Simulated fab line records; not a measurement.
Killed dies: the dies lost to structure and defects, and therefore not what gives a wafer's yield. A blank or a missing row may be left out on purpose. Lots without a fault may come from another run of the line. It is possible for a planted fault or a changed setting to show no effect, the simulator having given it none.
Split-lot trial / flow n5_finfet / 7 lots, 21 wafers read, on a route of 1938 steps

## ABOUT THE SPLIT
At N5_BEOL_M3_TRENCH_ETCH_37 (etches SiOC in C4F6/O2, target depth 55.555 nm, time 29.2 s), the setting bias_w was moved away from the recipe's 185 W on 10 of the 21 wafers read, by -15.8% to +14.9%. All remaining wafers had this setting at the recipe value.

Reading taken at the split's own step.

## THE READING
rf_vpp_V, in V, at N5_BEOL_M3_TRENCH_ETCH_37 (etches SiOC in C4F6/O2, target depth 55.555 nm, time 29.2 s). Typical for fault-free wafers on this fab line: 658 V, with standard deviation 11 V.

wafer=L077.2; tool, chamber at the split=rie_diel-01, 1; bias_w as run, W=185; against the recipe=recipe; rf_vpp_V, V=655; against lot-mates on the recipe=-
wafer=L077.4; tool, chamber at the split=rie_diel-01, 3; bias_w as run, W=211.9; against the recipe=+14.5%; rf_vpp_V, V=741; against lot-mates on the recipe=+84
wafer=L077.6; tool, chamber at the split=rie_diel-01, 1; bias_w as run, W=185; against the recipe=recipe; rf_vpp_V, V=659; against lot-mates on the recipe=-
wafer=L078.1; tool, chamber at the split=rie_diel-05, 3; bias_w as run, W=185; against the recipe=recipe; rf_vpp_V, V=666; against lot-mates on the recipe=-
wafer=L078.5; tool, chamber at the split=rie_diel-05, 0; bias_w as run, W=212.5; against the recipe=+14.9%; rf_vpp_V, V=718; against lot-mates on the recipe=+52
wafer=L078.6; tool, chamber at the split=rie_diel-05, 1; bias_w as run, W=212.5; against the recipe=+14.9%; rf_vpp_V, V=758; against lot-mates on the recipe=+92
wafer=L079.4; tool, chamber at the split=rie_diel-06, 0; bias_w as run, W=185; against the recipe=recipe; rf_vpp_V, V=662; against lot-mates on the recipe=-
wafer=L079.5; tool, chamber at the split=rie_diel-06, 0; bias_w as run, W=185; against the recipe=recipe; rf_vpp_V, V=660; against lot-mates on the recipe=-
wafer=L079.6; tool, chamber at the split=rie_diel-06, 3; bias_w as run, W=185; against the recipe=recipe; rf_vpp_V, V=652; against lot-mates on the recipe=-
wafer=L082.1; tool, chamber at the split=rie_diel-01, 3; bias_w as run, W=206.6; against the recipe=+11.7%; rf_vpp_V, V=727; against lot-mates on the recipe=no lot-mate on the recipe
wafer=L082.4; tool, chamber at the split=rie_diel-01, 0; bias_w as run, W=206.6; against the recipe=+11.7%; rf_vpp_V, V=703; against lot-mates on the recipe=no lot-mate on the recipe
wafer=L082.6; tool, chamber at the split=rie_diel-01, 0; bias_w as run, W=206.6; against the recipe=+11.7%; rf_vpp_V, V=704; against lot-mates on the recipe=no lot-mate on the recipe
wafer=L084.3; tool, chamber at the split=rie_diel-06, 2; bias_w as run, W=205.5; against the recipe=+11.1%; rf_vpp_V, V=723; against lot-mates on the recipe=+57
wafer=L084.4; tool, chamber at the split=rie_diel-06, 1; bias_w as run, W=205.5; against the recipe=+11.1%; rf_vpp_V, V=711; against lot-mates on the recipe=+45
wafer=L084.5; tool, chamber at the split=rie_diel-06, 2; bias_w as run, W=185; against the recipe=recipe; rf_vpp_V, V=666; against lot-mates on the recipe=-
wafer=L086.2; tool, chamber at the split=rie_diel-01, 3; bias_w as run, W=155.8; against the recipe=-15.8%; rf_vpp_V, V=581; against lot-mates on the recipe=-71
wafer=L086.3; tool, chamber at the split=rie_diel-01, 2; bias_w as run, W=185; against the recipe=recipe; rf_vpp_V, V=652; against lot-mates on the recipe=-
wafer=L086.4; tool, chamber at the split=rie_diel-01, 0; bias_w as run, W=155.8; against the recipe=-15.8%; rf_vpp_V, V=562; against lot-mates on the recipe=-90
wafer=L089.1; tool, chamber at the split=rie_diel-06, 2; bias_w as run, W=185; against the recipe=recipe; rf_vpp_V, V=666; against lot-mates on the recipe=-
wafer=L089.3; tool, chamber at the split=rie_diel-06, 1; bias_w as run, W=185; against the recipe=recipe; rf_vpp_V, V=653; against lot-mates on the recipe=-
wafer=L089.5; tool, chamber at the split=rie_diel-06, 2; bias_w as run, W=185; against the recipe=recipe; rf_vpp_V, V=665; against lot-mates on the recipe=-

FIT RESULTS
A straight line over all 21 wafers: rf_vpp_V changes by +5.26 V for each +1% of bias_w; r = +0.98; the points scatter about the line by 10 V.
The same after taking each lot's own level away (the mean of its wafers on the recipe; 18 wafers): +5.04 V for each +1%; r = +0.98; scatter 9.4 V.
Per that fit: largest bias_w move, reading shift of 80 V.
Across the lots, their own levels run from 652.0 to 666.0 V, a range of 1.3 times the standard deviation given above.
Consequently the slope shifts little with the lot-to-lot level, the two slopes agreeing.
Check: with one of the wafers moved furthest among these (-15.8%) left out of the fit, the line predicts -83.7 V for it against its lot-mates. Against them it came out at -71 V.
Tool readings at the split's step, against how far the setting was moved: rf_vpp_V r = +0.98.

## THESE WAFERS: OTHER SPLITS
Before the reading, these wafers also passed through other splits. Each is held against what the fit with the lots' levels taken away leaves over:
other split on the same wafers=N5_BEOL_M0_SAQP_ALD_48 ald_cycles; wafers away from the commonest value=10; r with rf_vpp_V (lot level and that fit taken away)=-0.02
other split on the same wafers=N5_BEOL_M1_COAT_05 spin_rpm; wafers away from the commonest value=8; r with rf_vpp_V (lot level and that fit taken away)=+0.32
other split on the same wafers=N5_BEOL_M1_ETCH_64 source_w; wafers away from the commonest value=6; r with rf_vpp_V (lot level and that fit taken away)=+0.15
other split on the same wafers=N5_BEOL_M1_DEP_57 time_s; wafers away from the commonest value=7; r with rf_vpp_V (lot level and that fit taken away)=-0.19
other split on the same wafers=N5_BEOL_M2_COAT_73 spin_rpm; wafers away from the commonest value=8; r with rf_vpp_V (lot level and that fit taken away)=-0.01
other split on the same wafers=N5_BEOL_M2_VIA_ETCH_34 source_w; wafers away from the commonest value=10; r with rf_vpp_V (lot level and that fit taken away)=+0.10
other split on the same wafers=N5_BEOL_M2_TRENCH_ETCH_37 source_w; wafers away from the commonest value=6; r with rf_vpp_V (lot level and that fit taken away)=+0.06
other split on the same wafers=N5_BEOL_M3_DESCUM_33 time_s; wafers away from the commonest value=9; r with rf_vpp_V (lot level and that fit taken away)=-0.16

## THE WHOLE CHAIN: every reading that the file lists as answering this split, in the file's order
step=N5_BEOL_M3_TRENCH_ETCH_37; what it does=etches SiOC in C4F6/O2, target depth 55.555 nm, time 29.2 s; reading=rf_vpp_V; change (the file's fit)=+5.11 V for each +1% of the setting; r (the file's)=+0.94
step=N5_BEOL_M3_TRENCH_ETCH_37; what it does=etches SiOC in C4F6/O2, target depth 55.555 nm, time 29.2 s; reading=BEOL_M3.feature_depth_nm (the simulator's own value, which no gauge read); change (the file's fit)=+0.197 nm for each +1% of the setting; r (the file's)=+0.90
step=N5_BEOL_M3_TRENCH_ETCH_37; what it does=etches SiOC in C4F6/O2, target depth 55.555 nm, time 29.2 s; reading=etch.depth_nm (the simulator's own value, which no gauge read); change (the file's fit)=+0.193 nm for each +1% of the setting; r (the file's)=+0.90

## FILE'S OWN FIT
rf_vpp_V changes by +5.11 V for each +1% of bias_w, r = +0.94.
